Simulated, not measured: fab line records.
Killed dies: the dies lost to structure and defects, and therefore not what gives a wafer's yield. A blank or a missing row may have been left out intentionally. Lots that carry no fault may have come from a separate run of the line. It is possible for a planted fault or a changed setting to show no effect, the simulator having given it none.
Matching of chambers :: flow n5Finfet :: N5_GATE_CUT_ETCH_28 on rieDiel-02: 4 sister chambers
The step etches underlayer in N2/H2, target depth 13 nm, time 10.4 s. 18 wafers are shown with their chamber, then 9 later ones without.

## WAFERS PAIRED WITH THEIR CHAMBERS
wafer: L074.1
chamber: 0
throttleValvePct (%): 17.42
showerheadPlenumPTorr (Torr): 2.57
oesProductAu (a.u.): 0.77

wafer: L074.2
chamber: 3
throttleValvePct (%): 18.17
showerheadPlenumPTorr (Torr): 2.52
oesProductAu (a.u.): 0.62

wafer: L074.4
chamber: 2
throttleValvePct (%): 17.64
showerheadPlenumPTorr (Torr): 2.59
oesProductAu (a.u.): 0.60

wafer: L077.4
chamber: 3
throttleValvePct (%): 18.16
showerheadPlenumPTorr (Torr): 2.52
oesProductAu (a.u.): 0.61

wafer: L077.5
chamber: 2
throttleValvePct (%): 17.62
showerheadPlenumPTorr (Torr): 2.59
oesProductAu (a.u.): 0.61

wafer: L077.6
chamber: 3
throttleValvePct (%): 18.16
showerheadPlenumPTorr (Torr): 2.52
oesProductAu (a.u.): 0.61

wafer: L078.1
chamber: 3
throttleValvePct (%): 18.18
showerheadPlenumPTorr (Torr): 2.52
oesProductAu (a.u.): 0.62

wafer: L078.2
chamber: 0
throttleValvePct (%): 17.43
showerheadPlenumPTorr (Torr): 2.57
oesProductAu (a.u.): 0.78

wafer: L078.6
chamber: 3
throttleValvePct (%): 18.16
showerheadPlenumPTorr (Torr): 2.52
oesProductAu (a.u.): 0.61

wafer: L079.2
chamber: 2
throttleValvePct (%): 17.65
showerheadPlenumPTorr (Torr): 2.59
oesProductAu (a.u.): 0.59

wafer: L079.3
chamber: 0
throttleValvePct (%): 17.43
showerheadPlenumPTorr (Torr): 2.57
oesProductAu (a.u.): 0.77

wafer: L079.6
chamber: 2
throttleValvePct (%): 17.64
showerheadPlenumPTorr (Torr): 2.59
oesProductAu (a.u.): 0.60

wafer: L084.2
chamber: 1
throttleValvePct (%): 17.67
showerheadPlenumPTorr (Torr): 2.51
oesProductAu (a.u.): 0.61

wafer: L084.3
chamber: 3
throttleValvePct (%): 18.19
showerheadPlenumPTorr (Torr): 2.51
oesProductAu (a.u.): 0.61

wafer: L084.6
chamber: 2
throttleValvePct (%): 17.68
showerheadPlenumPTorr (Torr): 2.58
oesProductAu (a.u.): 0.59

wafer: L086.2
chamber: 0
throttleValvePct (%): 17.47
showerheadPlenumPTorr (Torr): 2.56
oesProductAu (a.u.): 0.73

wafer: L086.4
chamber: 3
throttleValvePct (%): 18.21
showerheadPlenumPTorr (Torr): 2.51
oesProductAu (a.u.): 0.60

wafer: L086.6
chamber: 0
throttleValvePct (%): 17.46
showerheadPlenumPTorr (Torr): 2.56
oesProductAu (a.u.): 0.75

SIGNATURES (averages over the wafers above)
reading: throttleValvePct
chamber 0: 17.4420
chamber 1: 17.6700
chamber 2: 17.6460
chamber 3: 18.1757
scatter within a chamber: 0.0207

reading: showerheadPlenumPTorr
chamber 0: 2.5660
chamber 1: 2.5100
chamber 2: 2.5880
chamber 3: 2.5171
scatter within a chamber: 0.00495

reading: oesProductAu
chamber 0: 0.7600
chamber 1: 0.6100
chamber 2: 0.5980
chamber 3: 0.6114
scatter within a chamber: 0.0124
Rule: for each reading, subtract the chamber's mean from the wafer's reading, divide by that reading's scatter and square the result; add these up over the readings and take the root, which gives the wafer's distance from the chamber. The wafer belongs to the nearest chamber; if the next one is less than 2 further off, it can't be placed. The scatter: take each reading less its chamber's mean, square it, sum over the shown wafers, divide by the number of wafers less the number of chambers, and take the root.

## WAFERS WITH NO CHAMBER GIVEN
wafer: L090.2
throttleValvePct (%): 17.67
showerheadPlenumPTorr (Torr): 2.51
oesProductAu (a.u.): 0.60

wafer: L090.4
throttleValvePct (%): 17.48
showerheadPlenumPTorr (Torr): 2.56
oesProductAu (a.u.): 0.73

wafer: L090.5
throttleValvePct (%): 18.22
showerheadPlenumPTorr (Torr): 2.51
oesProductAu (a.u.): 0.60

wafer: L092.1
throttleValvePct (%): 18.21
showerheadPlenumPTorr (Torr): 2.50
oesProductAu (a.u.): 0.59

wafer: L092.4
throttleValvePct (%): 17.69
showerheadPlenumPTorr (Torr): 2.51
oesProductAu (a.u.): 0.60

wafer: L092.6
throttleValvePct (%): 18.21
showerheadPlenumPTorr (Torr): 2.50
oesProductAu (a.u.): 0.60

wafer: L096.4
throttleValvePct (%): 17.27
showerheadPlenumPTorr (Torr): 2.57
oesProductAu (a.u.): 0.83

wafer: L096.5
throttleValvePct (%): 18.22
showerheadPlenumPTorr (Torr): 2.50
oesProductAu (a.u.): 0.59

wafer: L096.6
throttleValvePct (%): 17.48
showerheadPlenumPTorr (Torr): 2.56
oesProductAu (a.u.): 0.72

## EACH ONE'S CHAMBER
wafer: L090.2
from the rows above: 1
in truth: 1

wafer: L090.4
from the rows above: 0
in truth: 0

wafer: L090.5
from the rows above: 3
in truth: 3

wafer: L092.1
from the rows above: 3
in truth: 3

wafer: L092.4
from the rows above: 1
in truth: 1

wafer: L092.6
from the rows above: 3
in truth: 3

wafer: L096.4
from the rows above: 0
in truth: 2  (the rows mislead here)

wafer: L096.5
from the rows above: 3
in truth: 3

wafer: L096.6
from the rows above: 0
in truth: 0
8 of 9 placed correctly. Can't be placed from these rows: 0. 1 placed wrongly.
